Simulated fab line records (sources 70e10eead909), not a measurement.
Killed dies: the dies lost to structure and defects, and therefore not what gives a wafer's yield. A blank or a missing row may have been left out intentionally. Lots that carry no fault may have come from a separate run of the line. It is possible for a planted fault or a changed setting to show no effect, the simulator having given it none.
Matching of chambers + flow nand harc + NHARC_P_M1_CMP_23 on cmp-01 has 4 sister chambers
The step polishes, t overpolish 20 s, target thk 157.82 nm. 16 wafers are shown with their chamber, then 8 later ones without.

WAFERS PAIRED WITH THEIR CHAMBERS
| wafer  | chamber | time to endpoint s (s) | motor current A (A) |
|--------|---------|------------------------|---------------------|
| L075.3 | 0       | 25                     | 11.1                |
| L075.4 | 3       | 27                     | 11.5                |
| L075.6 | 1       | 33                     | 12.6                |
| L075.1 | 2       | 27                     | 11.9                |
| L075.2 | 1       | 33                     | 11.8                |
| L075.5 | 0       | 24                     | 11.8                |
| L078.2 | 1       | 32                     | 11.7                |
| L078.5 | 1       | 33                     | 12.2                |
| L078.6 | 2       | 27                     | 12.1                |
| L077.1 | 3       | 26                     | 11.9                |
| L077.2 | 0       | 24                     | 11.7                |
| L077.5 | 0       | 21                     | 11.0                |
| L080.3 | 1       | 33                     | 12.2                |
| L080.4 | 0       | 25                     | 11.7                |
| L080.6 | 2       | 29                     | 11.9                |
| L086.3 | 1       | 32                     | 12.6                |

SIGNATURES (means of the wafers above)
| reading            | chamber 0 | chamber 1 | chamber 2 | chamber 3 | scatter within a chamber |
|--------------------|-----------|-----------|-----------|-----------|--------------------------|
| time to endpoint s | 23.80     | 32.67     | 27.67     | 26.50     | 1.13                     |
| motor current A    | 11.460    | 12.183    | 11.967    | 11.700    | 0.342                    |
Rule: for each reading, subtract the chamber's mean from the wafer's reading, divide by that reading's scatter and square the result; add these up over the readings and take the root, which gives the wafer's distance from the chamber. The wafer belongs to the nearest chamber; if the next one is less than 2 further off, it can't be placed. How the scatter is found: for the shown wafers, subtract from each reading the mean of its chamber, square and add these, divide the total by (wafers less chambers), then take the root.

WAFERS WHOSE CHAMBER IS MISSING
| wafer  | time to endpoint s (s) | motor current A (A) |
|--------|------------------------|---------------------|
| L086.4 | 25                     | 12.1                |
| L086.6 | 24                     | 11.5                |
| L088.1 | 33                     | 11.9                |
| L088.3 | 26                     | 11.5                |
| L088.4 | 28                     | 12.1                |
| L094.1 | 23                     | 11.3                |
| L094.2 | 25                     | 12.1                |
| L094.5 | 28                     | 12.0                |

WHICH CHAMBER EACH WENT THROUGH
| wafer  | from the rows above          | in truth |
|--------|------------------------------|----------|
| L086.4 | can't be placed: 3 or 0 or 2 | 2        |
| L086.6 | 0                            | 0        |
| L088.1 | 1                            | 1        |
| L088.3 | can't be placed: 3 or 0 or 2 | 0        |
| L088.4 | can't be placed: 2 or 3      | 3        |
| L094.1 | 0                            | 0        |
| L094.2 | can't be placed: 3 or 0 or 2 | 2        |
| L094.5 | can't be placed: 2 or 3      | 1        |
Placed correctly: 3 of 8. From these rows, 5 cannot be placed; in 4 the true chamber is one of the candidates. 0 placed wrongly.
